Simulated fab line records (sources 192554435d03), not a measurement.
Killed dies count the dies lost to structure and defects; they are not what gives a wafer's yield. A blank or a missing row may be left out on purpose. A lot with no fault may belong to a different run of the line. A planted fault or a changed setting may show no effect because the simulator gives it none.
Which tool did it?	flow n5-finfet	24 lots, 72 wafers sampled, at 6 steps of a route of 1938

## WHAT EACH GAUGE READ, for each wafer
N5_BEOL_M1_CD_MEAS_28: target cd y 23.3 nm.
lot	measured	on	cd-nm (nm)
L074	day 6 02:02	cd-sem-02	23.99 23.98 24.05
L075	day 6 05:20	cd-sem-02	24.23 24.12 24.25
L076	day 6 11:55	cd-sem-03	23.98 24.07 24.14
L077	day 6 20:02	cd-sem-02	23.96 24.01 23.98
L078	day 7 05:19	cd-sem-02	23.77 24.05 23.81
L079	day 7 10:49	cd-sem-01	23.46 23.65 23.77
L080	day 7 11:14	cd-sem-03	24.09 24.12 23.96
L081	day 7 20:22	cd-sem-02	23.31 23.68 23.94
L082	day 8 06:06	cd-sem-03	24.09 23.82 23.76
L084	day 8 13:22	cd-sem-01	24.18 23.88 23.58
L083	day 8 13:25	cd-sem-03	24.35 23.76 24.45
L085	day 9 00:34	cd-sem-01	24.01 24.00 23.82
L086	day 9 06:08	cd-sem-03	23.95 23.70 24.07
L087	day 9 08:10	cd-sem-01	24.25 24.27 23.69
L088	day 9 12:01	cd-sem-01	23.77 24.17 23.92
L089	day 9 18:48	cd-sem-01	24.08 24.08 24.11
L090	day 10 00:27	cd-sem-03	24.85 23.99 24.44
L091	day 10 07:14	cd-sem-02	24.22 24.21 24.12
L092	day 10 13:13	cd-sem-02	24.19 23.96 23.82
L093	day 10 17:53	cd-sem-01	23.94 23.77 23.78
L094	day 10 23:02	cd-sem-02	24.19 24.15 23.98
L095	day 11 11:02	cd-sem-02	24.05 24.34 23.89
L096	day 11 15:53	cd-sem-03	23.90 23.57 23.69
L097	day 11 23:52	cd-sem-02	23.99 23.71 24.17

N5_BEOL_M1_RS_MEAS_58: measures by four-point-probe.
lot	measured	on	M1_RS (ohm/sq)
L074	day 6 12:58	film-metro-02	0.65 0.64 0.59
L075	day 6 13:15	film-metro-02	0.68 0.64 0.68
L076	day 6 17:50	film-metro-02	0.67 0.71 0.65
L077	day 7 09:43	film-metro-02	0.65 0.64 0.61
L078	day 7 19:01	film-metro-02	0.61 0.62 0.65
L079	day 7 21:14	film-metro-02	0.68 0.66 0.61
L080	day 8 00:10	film-metro-01	0.67 0.68 0.69
L081	day 8 04:28	film-metro-02	0.68 0.68 0.65
L082	day 8 12:37	film-metro-02	0.70 0.63 0.65
L084	day 8 18:23	film-metro-01	0.70 0.67 0.66
L083	day 8 19:25	film-metro-02	0.71 0.65 0.67
L085	day 9 06:55	film-metro-01	0.69 0.64 0.65
L086	day 9 14:11	film-metro-01	0.67 0.65 0.70
L087	day 9 17:13	film-metro-02	0.63 0.66 0.62
L088	day 10 00:05	film-metro-01	0.64 0.64 0.67
L089	day 10 02:29	film-metro-01	0.69 0.64 0.63
L090	day 10 05:58	film-metro-01	0.72 0.70 0.74
L091	day 10 12:52	film-metro-01	0.68 0.65 0.62
L092	day 10 19:13	film-metro-02	0.64 0.69 0.69
L093	day 11 01:58	film-metro-01	0.68 0.68 0.65
L094	day 11 07:19	film-metro-01	0.77 0.70 0.66
L095	day 11 17:58	film-metro-01	0.67 0.67 0.63
L096	day 11 22:10	film-metro-02	0.70 0.69 0.67
L097	day 12 06:14	film-metro-02	0.67 0.62 0.64

## EACH LOT AND THE TOOL THAT RAN IT (in order: tool; ch and the chambers of the sampled wafers; start)
lot	N5_BEOL_M1_STRIP_66	N5_BEOL_M1_ETCH_69	N5_BEOL_M1_VIA_ETCH_34	N5_BEOL_M1_SURFACE_TREAT_85
L074	rie-diel-02 ch 1,2,3, day 6 01:22	rie-diel-02 ch 1,2,3, day 6 02:13	rie-diel-05 ch 0,1,2, day 6 08:44	pvd-sputter-01, day 6 09:46
L075	rie-diel-01 ch 1,2,3, day 6 04:34	rie-diel-02 ch 0,1,3, day 6 05:31	rie-diel-01 ch 0,1,3, day 6 08:46	pvd-sputter-02, day 6 09:46
L076	rie-diel-02 ch 0,2,3, day 6 11:10	rie-diel-05 ch 1,2, day 6 12:10	rie-diel-01 ch 0,1,3, day 6 12:34	pvd-sputter-03, day 6 13:23
L077	rie-diel-05 ch 0,2, day 6 19:25	rie-diel-01 ch 1,2,3, day 6 20:14	rie-diel-05 ch 1,2, day 7 05:09	pvd-sputter-01, day 7 06:28
L078	rie-diel-05 ch 2,3, day 7 04:43	rie-diel-01 ch 2,3, day 7 05:33	rie-diel-01 ch 0,1,3, day 7 14:47	pvd-sputter-03, day 7 16:01
L079	rie-diel-01 ch 0,1,3, day 7 10:04	rie-diel-01 ch 0,2,3, day 7 11:00	rie-diel-05 ch 1,2, day 7 15:20	pvd-sputter-02, day 7 18:03
L080	rie-diel-01 ch 1,2,3, day 7 10:41	rie-diel-01 ch 0,2,3, day 7 11:25	rie-diel-02 ch 1,2,3, day 7 20:00	pvd-sputter-03, day 7 20:52
L081	rie-diel-02 ch 0,3, day 7 19:34	rie-diel-05 ch 0,1, day 7 20:32	rie-diel-01 ch 2,3, day 7 22:27	pvd-sputter-02, day 7 23:32
L082	rie-diel-02 ch 1,2, day 8 05:26	rie-diel-01 ch 0,2, day 8 06:16	rie-diel-05 ch 2,3, day 8 06:49	pvd-sputter-01, day 8 09:31
L084	rie-diel-05 ch 0,2,3, day 8 12:36	rie-diel-01 ch 1,2,3, day 8 13:34	rie-diel-05 ch 0,1,2, day 8 13:59	pvd-sputter-01, day 8 14:58
L083	rie-diel-01 ch 1,2,3, day 8 12:47	rie-diel-02 ch 0,1,3, day 8 13:42	rie-diel-02 ch 0,2,3, day 8 14:07	pvd-sputter-01, day 8 15:13
L085	rie-diel-05 ch 0,1,3, day 8 23:47	rie-diel-01 ch 0,2, day 9 00:45	rie-diel-02 ch 0,1, day 9 02:24	pvd-sputter-01, day 9 03:40
L086	rie-diel-05 ch 0,1,3, day 9 05:32	rie-diel-05 ch 0,1,3, day 9 06:19	rie-diel-02 ch 0,1, day 9 09:34	pvd-sputter-02, day 9 10:49
L087	rie-diel-05 ch 1,2,3, day 9 07:37	rie-diel-02 ch 0,1, day 9 08:35	rie-diel-01 ch 1,3, day 9 12:51	pvd-sputter-03, day 9 14:06
L088	rie-diel-01 ch 1,2,3, day 9 11:28	rie-diel-01 ch 1,2, day 9 12:11	rie-diel-05 ch 0,2, day 9 19:14	pvd-sputter-01, day 9 20:52
L089	rie-diel-02 ch 0,2, day 9 18:08	rie-diel-05 ch 2,3, day 9 18:58	rie-diel-01 ch 2,3, day 9 21:08	pvd-sputter-02, day 9 23:26
L090	rie-diel-02 ch 0,1, day 9 23:54	rie-diel-05 ch 0,3, day 10 00:37	rie-diel-05 ch 0,2, day 10 01:41	pvd-sputter-02, day 10 02:55
L091	rie-diel-02 ch 0,2,3, day 10 06:26	rie-diel-02 ch 1,2,3, day 10 07:24	rie-diel-05 ch 2,3, day 10 08:34	pvd-sputter-03, day 10 09:39
L092	rie-diel-05 ch 1,2,3, day 10 12:37	rie-diel-02 ch 1,2,3, day 10 13:33	rie-diel-02 ch 0,1,2, day 10 15:05	pvd-sputter-01, day 10 16:01
L093	rie-diel-05 ch 0,2,3, day 10 17:09	rie-diel-02 ch 2,3, day 10 18:03	rie-diel-02 ch 0,1,2, day 10 21:16	pvd-sputter-01, day 10 22:49
L094	rie-diel-05 ch 0,1, day 10 22:22	rie-diel-05 ch 1,2,3, day 10 23:12	rie-diel-05 ch 1,2,3, day 11 01:02	pvd-sputter-01, day 11 04:02
L095	rie-diel-05 ch 0,1,2, day 11 10:09	rie-diel-02 ch 0,1,3, day 11 11:15	rie-diel-01 ch 1,2, day 11 13:46	pvd-sputter-01, day 11 14:50
L096	rie-diel-02 ch 0,1,2, day 11 15:08	rie-diel-05 ch 1,2,3, day 11 16:04	rie-diel-05 ch 1,2,3, day 11 17:43	pvd-sputter-01, day 11 19:05
L097	rie-diel-02 ch 1,2,3, day 11 23:05	rie-diel-01 ch 0,1,2, day 12 00:05	rie-diel-01 ch 1,2, day 12 01:50	pvd-sputter-03, day 12 02:56
- N5_BEOL_M1_STRIP_66: strips in CF4.
- N5_BEOL_M1_ETCH_69: etches SiARC in CF4, target depth 15.6 nm, time 26 s.
- N5_BEOL_M1_VIA_ETCH_34: etches the open film in C4F6/O2, target depth 67.8 nm, time 64.4 s.
- N5_BEOL_M1_SURFACE_TREAT_85

## WHAT THE TOOLS THEMSELVES READ (means of the sampled wafers that have a number; where no wafer has one, the mark that the record gives instead)
N5_BEOL_M1_STRIP_66.
lot	tool	drypump-motor-current-A (A)	oes-product-au (a.u.)	rf-vpp-V (V)	showerhead-plenum-p-Torr (Torr)	throttle-valve-pct (%)
L074	rie-diel-02	6.1	0.72	270.9	1.814	13.74
L075	rie-diel-01	5.7	0.73	270.0	1.796	13.80
L076	rie-diel-02	5.8	0.75	271.4	1.820	13.63
L077	rie-diel-05	5.7	0.84	271.3	1.820	13.44
L078	rie-diel-05	5.8	0.75	272.2	1.829	13.53
L079	rie-diel-01	6.0	0.72	271.1	1.789	13.71
L080	rie-diel-01	5.7	0.72	271.1	1.794	13.82
L081	rie-diel-02	5.5	0.78	272.1	1.812	13.45
L082	rie-diel-02	6.3	0.80	271.6	1.807	13.73
L084	rie-diel-05	5.9	0.79	272.3	1.824	13.55
L083	rie-diel-01	5.7	0.72	271.4	1.791	13.84
L085	rie-diel-05	6.0	0.81	271.8	1.828	13.48
L086	rie-diel-05	6.0	0.80	271.5	1.828	13.48
L087	rie-diel-05	5.8	0.79	271.9	1.823	13.41
L088	rie-diel-01	5.7	0.71	271.4	1.790	13.85
L089	rie-diel-02	5.7	0.82	271.8	1.818	13.51
L090	rie-diel-02	6.0	0.74	271.6	1.797	13.76
L091	rie-diel-02	5.8	0.80	272.6	1.812	13.51
L092	rie-diel-05	5.8	0.77	271.8	1.821	13.44
L093	rie-diel-05	5.9	0.78	271.1	1.820	13.57
L094	rie-diel-05	6.0	0.84	271.4	1.821	13.51
L095	rie-diel-05	5.8	0.82	271.1	1.816	13.45
L096	rie-diel-02	6.0	0.79	271.5	1.807	13.67
L097	rie-diel-02	6.1	0.76	271.7	1.802	13.64

N5_BEOL_M1_ETCH_69.
lot	tool	bias-w (W)	drypump-motor-current-A (A)	etch-rf-on-time-s (s)	oes-product-au (a.u.)	rf-vpp-V (V)	showerhead-plenum-p-Torr (Torr)	throttle-valve-pct (%)
L074	rie-diel-02	35.92	6.1	25.9	0.63	183.8	2.16	15.75
L075	rie-diel-02	36.01	5.8	25.6	0.67	184.9	2.15	15.59
L076	rie-diel-05	36.02	5.8	25.9	0.76	185.2	2.18	15.29
L077	rie-diel-01	35.91	5.7	26.3	0.63	183.5	2.14	15.81
L078	rie-diel-01	35.96	5.7	25.9	0.66	183.5	2.12	15.86
L079	rie-diel-01	35.99	5.9	26.1	0.62	184.5	2.16	15.78
L080	rie-diel-01	36.01	5.9	26.1	0.62	183.9	2.16	15.77
L081	rie-diel-05	36.02	6.0	25.6	0.76	184.6	2.18	15.51
L082	rie-diel-01	36.21	5.8	26.3	0.58	184.4	2.21	15.83
L084	rie-diel-01	36.08	5.7	25.9	0.62	183.3	2.13	15.83
L083	rie-diel-02	35.97	5.8	25.6	0.65	184.0	2.15	15.61
L085	rie-diel-01	36.11	6.0	26.7	0.57	184.2	2.20	15.72
L086	rie-diel-05	35.94	6.0	25.7	0.70	184.3	2.19	15.52
L087	rie-diel-02	35.96	6.1	25.6	0.65	183.2	2.14	15.78
L088	rie-diel-01	35.98	5.8	26.0	0.59	184.6	2.14	15.81
L089	rie-diel-05	36.05	5.7	26.0	0.66	183.9	2.17	15.52
L090	rie-diel-05	35.86	6.0	25.9	0.64	185.3	2.19	15.65
L091	rie-diel-02	36.03	6.1	25.4	0.69	184.1	2.15	15.65
L092	rie-diel-02	36.01	6.1	25.1	0.69	184.4	2.15	15.65
L093	rie-diel-02	36.09	5.8	25.6	0.68	183.6	2.15	15.51
L094	rie-diel-05	35.85	5.8	25.8	0.67	184.8	2.18	15.48
L095	rie-diel-02	35.99	5.8	25.5	0.63	183.9	2.14	15.65
L096	rie-diel-05	36.08	5.8	26.0	0.66	185.8	2.17	15.48
L097	rie-diel-01	36.04	5.9	26.2	0.73	185.0	2.17	15.48

N5_BEOL_M1_VIA_ETCH_34.
lot	tool	bias-w (W)	drypump-motor-current-A (A)	oes-product-au (a.u.)	rf-vpp-V (V)	showerhead-plenum-p-Torr (Torr)	throttle-valve-pct (%)
L074	rie-diel-05	169.6	5.8	0.89	667	2.89	30.67
L075	rie-diel-01	170.0	6.0	0.73	667	2.83	30.69
L076	rie-diel-01	170.1	6.0	0.72	667	2.83	30.68
L077	rie-diel-05	169.8	5.6	0.85	671	2.89	30.57
L078	rie-diel-01	170.1	6.0	0.72	666	2.82	30.69
L079	rie-diel-05	169.9	5.6	0.85	672	2.89	30.59
L080	rie-diel-02	170.6	6.1	0.83	667	2.86	30.79
L081	rie-diel-01	169.6	5.7	0.76	672	2.80	30.97
L082	rie-diel-05	170.3	5.7	0.78	673	2.90	30.70
L084	rie-diel-05	170.3	5.8	0.86	666	2.89	30.68
L083	rie-diel-02	169.9	5.8	0.84	664	2.88	30.72
L085	rie-diel-02	170.4	6.1	0.76	665	2.84	30.93
L086	rie-diel-02	170.5	5.8	0.78	662	2.85	30.86
L087	rie-diel-01	170.0	5.8	0.75	665	2.76	30.87
L088	rie-diel-05	170.1	5.9	0.85	666	2.88	30.89
L089	rie-diel-01	169.6	5.7	0.75	671	2.80	30.98
L090	rie-diel-05	169.8	5.9	0.85	666	2.88	30.88
L091	rie-diel-05	170.1	5.8	0.72	670	2.90	30.71
L092	rie-diel-02	169.8	6.0	0.82	664	2.86	30.91
L093	rie-diel-02	170.2	6.0	0.81	664	2.86	30.90
L094	rie-diel-05	169.4	5.8	0.78	669	2.89	30.62
L095	rie-diel-01	169.9	5.8	0.88	665	2.84	30.69
L096	rie-diel-05	170.2	5.8	0.78	669	2.89	30.62
L097	rie-diel-01	169.5	5.6	0.76	671	2.87	30.84

## THE ANSWER, worked out from the rows above alone
Rule: the lots themselves supply what counts as usual. Put in order of their means at a reading, lots are off if they are a third of the lots or fewer, leave a main group of 4 or more, and stand apart from it by a gap of 3 or more times the standard deviation of the main group's means; of several such gaps the widest counts. A main group whose means are all the same, to the digits that the tables above print for the reading, isn't used. Also off: a lot with no number at a reading for which 4 or more lots have one. The other lots that the step has rows for count as sound. Order of review: gauges by route order, followed by the tools' own readings, for which a lot's mean as printed above is used. At the first step where some lot is off, the reading lying furthest off is the one used; lots without a number count as furthest.
No lot is off at any reading shown: from this, nothing can be told.

## WHAT WAS PUT IN BY THE SIMULATOR
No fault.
